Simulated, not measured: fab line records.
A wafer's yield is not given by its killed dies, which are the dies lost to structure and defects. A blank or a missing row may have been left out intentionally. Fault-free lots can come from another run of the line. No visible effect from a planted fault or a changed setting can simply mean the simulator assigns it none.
Matching of chambers | flow n5Finfet | N5_HKMG_FIN_STRIP_92 on rieDiel-05: 4 sister chambers
The step strips SOC in N2/H2, time 20 s. 4 wafers are shown with their chamber, then 11 later ones without.

## WAFERS PAIRED WITH THEIR CHAMBERS
wafer  | chamber | showerheadPlenumPTorr (Torr)
L085.1 | 0       | 3.45
L085.2 | 2       | 3.46
L085.6 | 3       | 3.47
L087.2 | 1       | 3.19

## WAFERS WITHOUT THEIR CHAMBER
wafer  | showerheadPlenumPTorr (Torr)
L087.4 | 3.45
L087.6 | 3.45
L089.1 | 3.47
L089.2 | 3.45
L089.3 | 3.45
L091.4 | 3.45
L091.5 | 3.60
L091.6 | 3.44
L097.3 | 3.46
L097.4 | 3.44
L097.5 | 3.43

## WHICH CHAMBER EACH ONE RAN IN
wafer  | from the rows above          | in truth
L087.4 | can't be placed: 0 or 2 or 3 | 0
L087.6 | can't be placed: 0 or 2 or 3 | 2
L089.1 | can't be placed: 3 or 2 or 0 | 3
L089.2 | can't be placed: 0 or 2 or 3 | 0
L089.3 | can't be placed: 0 or 2 or 3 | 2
L091.4 | can't be placed: 0 or 2 or 3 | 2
L091.5 | can't be placed: 3 or 2 or 0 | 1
L091.6 | can't be placed: 0 or 2 or 3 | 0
L097.3 | can't be placed: 2 or 0 or 3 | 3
L097.4 | can't be placed: 0 or 2 or 3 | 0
L097.5 | can't be placed: 0 or 2 or 3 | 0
Correctly placed: 0 of 11. From these rows, 11 cannot be placed; in 10 the true chamber is one of the candidates. Placed wrongly: 0.
How it was worked out, from the rows above alone: a wafer's distance from a chamber is the root of the sum, over the readings, of the square of ((its reading less the chamber's mean) divided by the reading's scatter). If the next closest chamber is less than 2 further off than the closest, the wafer can't be placed; otherwise it belongs to the closest. For every chamber, the mean is computed from those of its wafers that are shown. The scatter: with one shown wafer a chamber, the root of the mean of the squares of how far each hidden wafer lies from its nearest shown one.
